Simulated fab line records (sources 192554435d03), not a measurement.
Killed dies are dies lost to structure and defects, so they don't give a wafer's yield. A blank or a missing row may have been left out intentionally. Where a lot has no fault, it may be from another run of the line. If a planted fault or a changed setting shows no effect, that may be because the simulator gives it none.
2 desks looking at one fault + flow n5 finfet + every desk sees just its own numbers, and what lay behind them comes last

== TOOL OWNER'S DESK, ald metal-03 ==
The tool's own readings at N5_HKMG_FIN_ALD_91 (deposits TiN, target thk 1 nm, pulse time 1 s, purge time 3 s): means of the sampled wafers that have a number, for each lot that ran on this tool. Marked OUT: a lot whose mean sits more than 4 standard deviations from the usual mean, which makes it out of limits; the brackets give that distance.
Columns: A = heater power w at N5_HKMG_FIN_ALD_91, usual 866 W; B = precursor pulse height rel at N5_HKMG_FIN_ALD_91, usual 1.001
| lot  | first seen here | A   | B     |
|------|-----------------|-----|-------|
| L301 | day 4 04:04     | 826 | 1.017 |
| L304 | day 4 21:22     | 815 | 1.001 |
| L308 | day 5 22:59     | 780 | 1.009 |
| L309 | day 6 03:22     | 827 | 0.988 |
| L315 | day 7 16:26     | 853 | 1.021 |
| L318 | day 8 12:37     | 840 | 1.007 |
This desk's finding: nothing out of limits on any of the 6 lots.

== METROLOGY DESK ==
What the gauges read, lot by lot, whatever tool the lot ran on: means of the sampled wafers that have a number. Marked OUT: a lot whose mean sits more than 4 standard deviations from the usual mean, which makes it out of limits; the brackets give that distance. Only the readings that lie furthest out on some lot appear, 7 of the 10 it has.
Columns: A = DIBL_P at N5_BEOL_M4_RC_MEAS_101, usual 36.4 mV/V; B = IOFF_N at N5_BEOL_M4_RC_MEAS_101, usual 0.164 nA/um; C = IOFF_P at N5_BEOL_M4_RC_MEAS_101, usual 0.214 nA/um; D = ION_N at N5_BEOL_M4_RC_MEAS_101, usual 675 uA/um; E = ION_P at N5_BEOL_M4_RC_MEAS_101, usual 463 uA/um; F = VT_N at N5_BEOL_M4_RC_MEAS_101, usual 249.2 mV; G = VT_P at N5_BEOL_M4_RC_MEAS_101, usual -250.1 mV
| lot  | first seen here | A    | B     | C     | D   | E   | F     | G      |
|------|-----------------|------|-------|-------|-----|-----|-------|--------|
| L301 | day 7 20:11     | 36.1 | 0.146 | 0.181 | 671 | 454 | 249.8 | -255.4 |
| L302 | day 8 09:56     | 35.4 | 0.148 | 0.218 | 669 | 465 | 251.8 | -248.3 |
| L303 | day 8 12:26     | 37.2 | 0.166 | 0.217 | 682 | 468 | 248.4 | -249.9 |
| L304 | day 8 15:07     | 35.5 | 0.133 | 0.159 | 661 | 447 | 252.5 | -255.2 |
| L309 | day 9 21:47     | 38.1 | 0.154 | 0.248 | 668 | 466 | 251.7 | -245.5 |
| L308 | day 9 22:43     | 38.3 | 0.199 | 0.234 | 687 | 464 | 244.6 | -248.9 |
| L315 | day 11 03:19    | 38.6 | 0.189 | 0.243 | 677 | 463 | 249.0 | -249.5 |
| L318 | day 12 08:25    | 39.0 | 0.229 | 0.252 | 698 | 468 | 245.2 | -247.1 |
| L322 | day 13 03:38    | 34.9 | 0.154 | 0.177 | 674 | 457 | 249.6 | -253.8 |
This desk's finding: nothing out of limits on any of the 9 lots.

== TAKEN TOGETHER ==
The tool owner's desk saw nothing out of limits.
At the metrology desk, nothing out of limits was observed.

== WHAT THE SIMULATOR HAD PUT IN ==
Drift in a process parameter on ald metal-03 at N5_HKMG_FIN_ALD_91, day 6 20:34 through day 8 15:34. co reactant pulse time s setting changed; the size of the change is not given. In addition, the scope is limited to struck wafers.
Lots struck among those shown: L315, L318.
